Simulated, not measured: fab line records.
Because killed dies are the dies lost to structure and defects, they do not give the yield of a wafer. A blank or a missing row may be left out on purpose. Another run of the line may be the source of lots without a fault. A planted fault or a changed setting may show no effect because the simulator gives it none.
fab line records	flow n5Finfet
record: lots: 9	wafers: 27	lastDay: 17
route steps=1938 shown HKMG_FIN@449 BEOL_M4@1111 PASSIVATION@1936
lots untouched by any fault: they come from a run of this same line in which no faults occurred
startH: start of the lot's first displayed wafer, in hours after the record's first day	waitH: hours elapsed since this lot's preceding step	" same as the row above	L1.1+2: several wafers, shown together as one row	- no value present, or no start provided	* or withheld: withheld	< > ~ a bound
route shown NAME@n: NAME is a module with steps in the file, n the number in the route of the first one	usual: average and standard deviation across the fault-free wafers	same: alike in all rows	chamber/n: place in a boat	sites: the reading at each site	_std_site: standard deviation of those values	_edge_site: the outer-site mean with the inner-site mean subtracted	radiusMm: for every site, how far away it sits from the centre of the wafer	mask NAME#n: copy n	behind: tool/chamber where the wafer was last shaped	hold: reason for holding the lot/hours on hold/outcome of the hold	device: which transistor (n, p or np) failed to switch	end of line: tests of these same wafers at the route's end	a step without rows: its recipe alone	killed: dies that structure and defects cost at the first sort, which is not the same as the wafer's yield	map: dies across one wafer; x = killed, . = not, _ = none there
set.NAME: the setting the step ran with; set.NAME@STEP: the setting that earlier step ran with	model.NAME: the simulator's own value behind a step, which no gauge read
steps of the route over a sample of lots; a table a step, a row a wafer
services: when a tool's chamber went out of use (startH, in hours from the record's first day, below 0 if earlier), for how many hours, and the reason
== steps ==
step: N5_HKMG_FIN_ALD_71
recipe: material: TiN	targetThkA: 10	tempC: 400	aldPrecursorFamily: TiCl4	aldCoReactant: NH3	pulseTimeS: 1	purgeTimeS: 3	coReactantPurgeTimeS: 2	coReactantPulseTimeS: 2	aldCycles: 47	pressureTorr: 3
usual: heaterPowerW: 858/61	precursorPulseHeightRel: 1.000/0.018	susceptorTempC: 399.98/0.22
lot.wafer	tool	chamber	startH	waitH	heaterPowerW	precursorPulseHeightRel	susceptorTempC
L362.1	aldMetal-02	3	92.58	0.0	804	1.002	400.05
L362.3	"	0	"	"	801	1.002	399.64
L362.5	"	3	"	"	840	1.006	399.48
L367.1	aldMetal-02	3	121.50	0.0	821	1.003	400.01
L367.5	"	0	"	"	824	1.003	400.25
L367.6	"	1	"	"	907	0.993	409.59
L369.2	aldMetal-03	3	133.76	0.0	908	0.971	400.23
L369.4	"	1	"	"	922	0.980	399.87
L369.6	"	3	"	"	930	0.998	400.11
L372.3	aldMetal-03	1	148.74	0.0	945	1.018	399.89
L372.4	"	2	"	"	868	1.019	400.02
L372.6	"	2	"	"	881	1.010	400.21
L376.2	aldMetal-03	3	172.38	0.0	937	1.018	399.95
L376.5	"	1	"	"	940	0.985	399.86
L376.6	"	0	"	"	894	0.996	400.11
L379.1	aldMetal-03	1	193.27	0.0	921	1.023	399.78
L379.3	"	3	"	"	932	0.968	400.18
L379.4	"	0	"	"	897	0.982	399.79
L380.2	aldMetal-02	2	201.69	0.0	822	0.995	399.92
L380.3	"	0	"	"	825	1.019	400.22
L380.6	"	3	"	"	832	1.026	400.01
L381.1	aldMetal-02	1	202.96	0.0	848	1.012	400.37
L381.2	"	0	"	"	823	1.029	399.88
L381.3	"	2	"	"	828	1.013	400.12
L383.2	aldMetal-02	2	214.34	0.0	827	0.986	399.76
L383.4	"	3	"	"	816	0.999	399.76
L383.5	"	1	"	"	853	1.009	399.79
step: N5_HKMG_FIN_ETCH_67
recipe: chemistry: N2/H2	target: SOC	targetDepthA: 3889	stopOn: TiN	ionEnergyEv: 100	biasW: 61	pressureMtorr: 30	sourceW: 850	n2FlowSccm: 200	h2FlowSccm: 200
usual: drypumpMotorCurrentA: 5.7/0.46	oesProductAu: 0.81/0.09	rfVppV: 240.7/1.4	showerheadPlenumPTorr: 2.56/0.093	throttleValvePct: 17.8/0.31
lot.wafer	tool	chamber	startH	waitH	drypumpMotorCurrentA	oesProductAu	rfHoursCounterH	rfVppV	showerheadPlenumPTorr	throttleValvePct
L362.1	rieDiel-06	0	92.92	-	5.7	0.89	26	241.9	2.70	17.5
L362.3	"	3	"	"	5.6	0.83	58	240.2	2.48	17.8
L362.5	"	1	"	"	6.3	0.67	-	239.1	2.49	17.8
L367.1	rieDiel-06	2	122.10	-	5.6	0.73	190	241.2	2.64	18.3
L367.5	"	3	"	"	5.5	0.82	-	239.3	2.48	17.9
L367.6	"	2	"	"	5.5	0.71	-	241.4	2.64	18.3
L369.2	rieDiel-06	0	134.10	-	5.7	0.86	42	244.1	2.70	17.5
L369.4	"	2	"	"	5.5	0.71	195	240.4	2.63	18.3
L369.6	"	2	"	"	5.5	0.71	-	242.3	2.63	18.3
L372.3	rieDiel-01	3	149.08	-	5.4	0.90	27	240.7	2.46	17.6
L372.4	"	0	"	"	4.7	0.73	-	240.9	2.54	17.7
L372.6	"	1	"	"	5.0	0.73	-	238.9	2.45	18.4
L376.2	rieDiel-01	1	172.72	-	5.0	0.73	176	238.8	2.44	18.4
L376.5	"	2	"	"	6.2	0.94	-	241.0	2.60	17.6
L376.6	"	1	"	"	5.0	0.72	-	238.7	2.45	18.4
L379.1	rieDiel-02	0	193.60	-	5.5	0.88	42	242.9	2.70	17.8
L379.3	"	1	"	"	6.3	0.76	154	239.3	2.45	17.6
L379.4	"	3	"	"	6.1	0.95	8	239.6	2.48	17.6
L380.2	rieDiel-02	3	202.10	-	6.1	0.94	12	240.2	2.48	17.6
L380.3	"	1	"	"	6.3	0.76	157	239.5	2.44	17.6
L380.6	"	1	"	"	6.4	0.76	-	240.0	2.44	17.6
L381.1	rieDiel-01	1	203.31	-	5.0	0.71	186	238.9	2.44	18.4
L381.2	"	3	"	"	5.4	0.88	41	239.0	2.46	17.6
L381.3	"	2	"	"	6.2	0.92	15	242.3	2.59	17.6
L383.2	rieDiel-02	3	214.82	-	6.1	0.92	16	241.5	2.47	17.6
L383.4	"	2	"	"	5.8	0.86	35	240.8	2.61	17.8
L383.5	"	2	"	"	5.8	0.86	-	241.0	2.61	17.8
step: N5_HKMG_FIN_STRIP_90
recipe: chemistry: N2/H2	material: SOC	timeS: 20	powerW: 500	tempC: 40	pressureMtorr: 50	rfFrequencyHz: 6e+07	biasPowerW: 8	h2Frac: 0.5	n2FlowSccm: 300	h2FlowSccm: 300
usual: drypumpMotorCurrentA: 5.7/0.46	oesProductAu: 0.82/0.094	rfVppV: 54.2/0.91	showerheadPlenumPTorr: 3.38/0.12	throttleValvePct: 19.0/0.42
same: timeS: 20
lot.wafer	tool	chamber	startH	waitH	drypumpMotorCurrentA	oesProductAu	rfHoursCounterH	rfVppV	showerheadPlenumPTorr	throttleValvePct
L362.1	rieDiel-06	0	92.98	0.0	5.7	0.91	26	54.9	3.56	18.7
L362.3	"	3	"	"	5.6	0.87	58	54.2	3.28	18.9
L362.5	"	1	"	"	6.2	0.67	-	53.8	3.30	18.8
L367.1	rieDiel-06	2	122.16	0.0	5.6	0.74	190	54.5	3.48	19.8
L367.5	"	3	"	"	5.6	0.87	-	53.7	3.27	18.9
L367.6	"	2	"	"	5.6	0.75	-	53.9	3.48	19.8
L369.2	rieDiel-06	0	134.16	0.0	5.7	0.90	42	54.3	3.56	18.7
L369.4	"	2	"	"	5.5	0.74	195	54.1	3.48	19.8
L369.6	"	2	"	"	5.6	0.74	-	53.8	3.48	19.8
L372.3	rieDiel-01	3	149.14	0.0	5.3	0.90	27	53.4	3.26	19.1
L372.4	"	0	"	"	4.7	0.72	-	54.4	3.35	18.8
L372.6	"	1	"	"	5.0	0.73	-	53.6	3.24	19.7
L376.2	rieDiel-01	1	172.78	0.0	5.0	0.72	176	54.8	3.23	19.7
L376.5	"	2	"	"	6.2	0.96	-	53.8	3.43	18.8
L376.6	"	1	"	"	5.0	0.73	-	54.0	3.23	19.7
L379.1	rieDiel-02	0	193.66	0.0	5.5	0.90	42	54.6	3.56	19.4
L379.3	"	1	"	"	6.4	0.77	154	54.3	3.24	18.8
L379.4	"	3	"	"	6.1	0.97	8	52.7	3.28	18.7
L380.2	rieDiel-02	3	202.16	0.0	6.2	0.96	12	53.9	3.27	18.6
L380.3	"	1	"	"	6.3	0.77	157	52.9	3.23	18.8
L380.6	"	1	"	"	6.3	0.76	-	53.5	3.23	18.8
L381.1	rieDiel-01	1	203.37	0.0	5.0	0.72	186	54.7	3.23	19.7
L381.2	"	3	"	"	5.4	0.86	41	53.9	3.25	19.1
L381.3	"	2	"	"	6.2	0.93	15	54.0	3.42	18.8
L383.2	rieDiel-02	3	214.88	0.0	6.1	0.95	16	54.2	3.27	18.7
L383.4	"	2	"	"	5.8	0.87	35	53.9	3.44	19.0
L383.5	"	2	"	"	5.8	0.87	-	52.8	3.44	19.0
step: N5_HKMG_FIN_ALD_21
recipe: material: TiN	targetThkA: 15	tempC: 400	aldPrecursorFamily: TiCl4	aldCoReactant: NH3	pulseTimeS: 1	purgeTimeS: 3	coReactantPurgeTimeS: 2	coReactantPulseTimeS: 2	aldCycles: 68	pressureTorr: 3
usual: heaterPowerW: 858/67	precursorPulseHeightRel: 0.998/0.022	susceptorTempC: 399.99/0.21
lot.wafer	tool	chamber	startH	waitH	heaterPowerW	precursorPulseHeightRel	susceptorTempC
L362.1	aldMetal-01	1	93.66	0.3	676	1.003	400.08
L362.3	"	0	"	"	830	0.990	400.09
L362.5	"	1	"	"	673	0.989	400.13
L367.1	aldMetal-03	3	122.89	0.3	937	0.982	400.24
L367.5	"	0	"	"	893	0.979	399.84
L367.6	"	3	"	"	900	1.025	400.22
L369.2	aldMetal-03	2	134.84	0.3	847	0.997	399.92
L369.4	"	3	"	"	926	0.993	399.78
L369.6	"	3	"	"	905	1.072	399.97
L372.3	aldMetal-01	0	149.83	0.2	854	1.012	400.15
L372.4	"	3	"	"	822	1.033	399.92
L372.6	"	1	"	"	674	1.014	400.10
L376.2	aldMetal-03	2	173.47	0.3	862	0.975	399.86
L376.5	"	2	"	"	848	1.006	400.05
L376.6	"	1	"	"	934	1.009	400.22
L379.1	aldMetal-03	2	194.35	0.3	855	1.005	399.85
L379.3	"	0	"	"	914	0.988	400.18
L379.4	"	1	"	"	911	0.992	399.90
L380.2	aldMetal-03	0	202.85	0.3	935	0.988	400.08
L380.3	"	2	"	"	864	1.017	399.74
L380.6	"	3	"	"	947	1.001	400.32
L381.1	aldMetal-02	1	204.05	0.3	851	0.988	400.18
L381.2	"	3	"	"	813	1.001	399.92
L381.3	"	2	"	"	830	0.985	400.24
L383.2	aldMetal-03	0	215.56	0.3	903	1.007	399.81
L383.4	"	2	"	"	879	0.993	399.96
L383.5	"	2	"	"	863	0.990	400.22
step: N5_BEOL_M4_RC_MEAS_101
usual: DIBL_N: 36.8/1.5	DIBL_P: 37.1/2.1	IOFF_N: 0.168/0.03	IOFF_P: 0.22/0.034	ION_N: 679/12	ION_P: 466/8	SS_N: 71.7/0.58	SS_P: 73.5/0.67	VT_N: 248.8/2.7	VT_P: -250/3.3
lot.wafer	tool	chamber	startH	waitH	DIBL_N[mV/V]	DIBL_P[mV/V]	IOFF_N[nA/um]	IOFF_P[nA/um]	ION_N[uA/um]	ION_P[uA/um]	SS_N[mV/dec]	SS_P[mV/dec]	VT_N[mV]	VT_P[mV]
L362.1	prober-01	0	181.48	0.0	37.0	36.1	0.146	0.19	678	461	71.5	73.5	249.8	-253
L362.3	"	0	"	"	36.9	36.0	0.146	0.20	675	462	70.6	72.9	247.4	-249
L362.5	"	0	"	"	37.1	36.1	0.148	0.20	672	461	70.9	73.4	248.0	-250
L367.1	prober-02	0	207.27	0.0	39.4	37.8	0.201	0.25	695	471	71.9	74.3	248.2	-249
L367.5	"	0	"	"	37.6	36.6	0.169	0.23	684	466	72.0	73.3	250.7	-246
L367.6	"	0	"	"	37.8	37.7	0.178	0.25	695	478	72.0	73.8	247.0	-243
L369.2	prober-01	0	209.36	0.2	38.6	40.4	0.222	0.23	688	457	71.9	74.1	245.8	-253
L369.4	"	0	"	"	35.1	36.2	0.148	0.16	680	458	70.8	72.7	249.5	-257
L369.6	"	0	"	"	37.7	38.2	0.178	0.20	673	457	72.5	73.5	249.2	-254
L372.3	prober-02	0	240.63	0.3	37.1	39.3	0.176	0.24	677	463	72.4	73.6	250.6	-246
L372.4	"	0	"	"	36.8	40.2	0.175	0.27	670	463	72.5	74.6	249.6	-246
L372.6	"	0	"	"	37.4	40.5	0.181	0.27	674	466	72.5	74.3	247.8	-246
L376.2	prober-01	0	262.98	0.2	37.2	37.4	0.178	0.23	690	467	71.8	72.4	245.2	-249
L376.5	"	0	"	"	38.1	38.0	0.182	0.25	689	470	71.6	73.9	247.6	-247
L376.6	"	0	"	"	35.6	35.5	0.146	0.20	683	468	70.7	72.7	251.3	-249
L379.1	prober-01	0	275.70	0.0	36.0	37.5	0.143	0.21	670	462	72.4	74.4	250.8	-251
L379.3	"	0	"	"	36.6	37.5	0.163	0.20	677	460	72.0	73.6	247.4	-251
L379.4	"	0	"	"	33.2	33.1	0.102	0.15	651	451	71.3	72.1	255.1	-254
L381.1	prober-02	0	288.14	0.0	39.5	39.8	0.233	0.28	712	478	71.8	74.5	244.4	-247
L381.2	"	0	"	"	36.3	36.0	0.149	0.21	687	472	71.4	73.2	250.9	-249
L381.3	"	0	"	"	37.7	37.7	0.182	0.23	695	476	72.2	73.2	248.9	-250
L380.2	prober-02	0	294.62	0.2	38.9	37.8	0.177	0.19	678	460	72.3	73.9	247.2	-256
L380.3	"	0	"	"	36.8	35.5	0.135	0.17	675	459	70.8	73.3	254.0	-256
L380.6	"	0	"	"	38.6	36.7	0.174	0.18	683	462	72.4	73.7	249.3	-257
L383.2	prober-01	0	314.67	0.2	37.7	38.6	0.167	0.25	676	467	71.3	73.1	249.5	-246
L383.4	"	0	"	"	38.0	37.2	0.171	0.22	680	469	71.0	72.6	249.2	-248
L383.5	"	0	"	"	35.4	34.7	0.135	0.18	667	455	71.3	72.9	252.4	-251
step: N5_PASSIVATION_PROBE_49
usual: defectLimitedYield: 91.0/1.5	killed_at_M0_to_M3: 34/11	killed_at_M4_up: 14/5.3	killedAtContacts: 13/7	killedAtFrontEnd: 41/13	killedAtOther: 4/3.1	killedDies: 106/17	killedOpen: 70/12	killedShort: 35/8	sort_bin_5_function: 5.2/0.98	sort_bin_6_memory: 3.4/0.69	sortNPass: 1074/17	sortYieldPct: 91.0/1.5
same: grossDies: 1180	killedAtBackSide: 0	sort_bin_4_leakage[%]: 0	sort_bin_8_speed[%]: 0
lot.wafer	tool	chamber	startH	waitH	defectLimitedYield[%]	killed_at_M0_to_M3	killed_at_M4_up	killedAtContacts	killedAtFrontEnd	killedAtOther	killedDies	killedOpen	killedShort	sort_bin_5_function[%]	sort_bin_6_memory[%]	sortNPass	sortYieldPct[%]
L379.1	prober-02	-	380.97	0.0	90.0	40	14	26	29	9	118	81	36	6.1	3.1	1062	90.0
L379.3	prober-02	-	381.07	0.1	92.7	28	15	17	25	1	86	60	26	4.7	2.4	1094	92.7
L379.4	prober-02	-	381.12	0.2	89.4	31	9	30	53	2	125	78	43	6.1	3.7	1055	89.4
L380.2	prober-01	-	398.00	0.1	90.9	26	17	8	50	6	107	69	38	5.3	3.4	1073	90.9
L380.3	prober-01	-	398.05	0.1	90.6	44	11	8	47	1	111	68	42	5.0	4.0	1069	90.6
L380.6	prober-01	-	398.20	0.3	88.9	60	15	20	36	0	131	88	42	7.6	3.1	1049	88.9
killed by level:class
L379.1 MOL_CONTACT_COAG:geometricParticle:open=23 BEOL_M0_SAQP:geometricParticle:open=13 FIN_SAQP:geometricParticle:short=10 BEOL_M0_SAQP:geometricParticle:short=10 BEOL_M1:geometricParticle:open=8 BEOL_M4:geometricParticle:open=7 FIN_SAQP:geometricParticle:open=5 GATE_CUT:geometricParticle:short=4
L379.3 MOL_CONTACT_COAG:geometricParticle:open=12 BEOL_M1:geometricParticle:open=12 BEOL_M4:geometricParticle:open=9 FIN_SAQP:geometricParticle:open=8 STI_FIN_REVEAL:geometricParticle:open=8 BEOL_M0_SAQP:geometricParticle:short=6 MOL_CONTACT_COAG:geometricParticle:short=5 FIN_SAQP:geometricParticle:short=3
L379.4 MOL_CONTACT_COAG:geometricParticle:open=24 FIN_SAQP:geometricParticle:short=12 STI_FIN_REVEAL:geometricParticle:open=10 BEOL_M1:geometricParticle:open=8 FIN_SAQP:geometricParticle:open=6 MOL_CONTACT_COAG:geometricParticle:short=6 BEOL_M0_SAQP:geometricParticle:short=6 GATE_CUT:geometricParticle:open=5
L380.2 FIN_SAQP:geometricParticle:open=21 FIN_SAQP:geometricParticle:short=10 MOL_CONTACT_COAG:geometricParticle:open=7 BEOL_M2:geometricParticle:open=6 BEOL_M4:geometricParticle:short=6 STI_FIN_REVEAL:geometricParticle:open=5 BEOL_M0_SAQP:geometricParticle:short=5 BEOL_M4:geometricParticle:open=5
L380.3 FIN_SAQP:geometricParticle:open=16 BEOL_M0_SAQP:geometricParticle:short=15 BEOL_M2:geometricParticle:open=9 FIN_SAQP:geometricParticle:short=8 BEOL_M0:geometricParticle:open=6 BEOL_M0_SAQP:geometricParticle:open=6 DUMMY_GATE:geometricParticle:open=5 MOL_CONTACT_COAG:geometricParticle:open=5
L380.6 BEOL_M0_SAQP:geometricParticle:open=18 BEOL_M0_SAQP:geometricParticle:short=13 MOL_CONTACT_COAG:geometricParticle:open=12 FIN_SAQP:geometricParticle:open=11 BEOL_M2:geometricParticle:open=10 FIN_SAQP:geometricParticle:short=8 MOL_CONTACT_COAG:geometricParticle:short=8 BEOL_M1:geometricParticle:open=8
== services ==
tool	chamber	startH	hours	kind
rieDiel-02	-	72.54	11.6	repair
aldMetal-03	0	87.98	6.5	repair
rieDiel-02	2	96.77	1.5	repair
rieDiel-02	2	101.58	-	clean
rieDiel-02	2	101.58	-	consumableReplace:focusRing
rieDiel-02	2	101.58	20.0	scheduledDown
rieDiel-02	2	101.58	20.0	ventCycle
aldMetal-01	0	104.37	4.3	repair
rieDiel-06	1	109.69	-	clean
rieDiel-06	1	109.69	-	consumableReplace:focusRing
rieDiel-06	1	109.69	20.6	scheduledDown
rieDiel-06	1	109.69	20.6	ventCycle
aldMetal-02	-	116.98	0.9	repair
rieDiel-01	3	130.35	4.5	repair
aldMetal-03	2	131.81	1.9	repair
aldMetal-02	1	140.20	31.7	repair
rieDiel-01	2	147.45	-	clean
rieDiel-01	2	147.45	-	consumableReplace:focusRing
rieDiel-01	2	147.45	14.8	scheduledDown
rieDiel-01	-	148.96	0.1	repair
rieDiel-02	1	158.46	5.5	repair
aldMetal-01	0	164.19	25.1	repair
aldMetal-01	-	212.84	6.0	pm
rieDiel-06	-	215.62	15.6	pm
== key ==
firstSign: step: N5_HKMG_FIN_ALD_71	reading: susceptorTempC	direction: up	sigmas: 43	usual: *	struck: *
effect none on later readings
metAt N5_HKMG_FIN_ALD_71
struckLots L367
struckWafers L367.6
notActingAt N5_HKMG_FIN_ETCH_67,N5_HKMG_FIN_STRIP_90,N5_HKMG_FIN_ALD_21
fault: kind: processParameterDrift	tool: aldMetal-02	chamber: 1	onsetH: 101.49	steps: N5_HKMG_FIN_ALD_71	channel: tempC	offset: *	shape: step	endH: 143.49	actsIn: *	stated: *
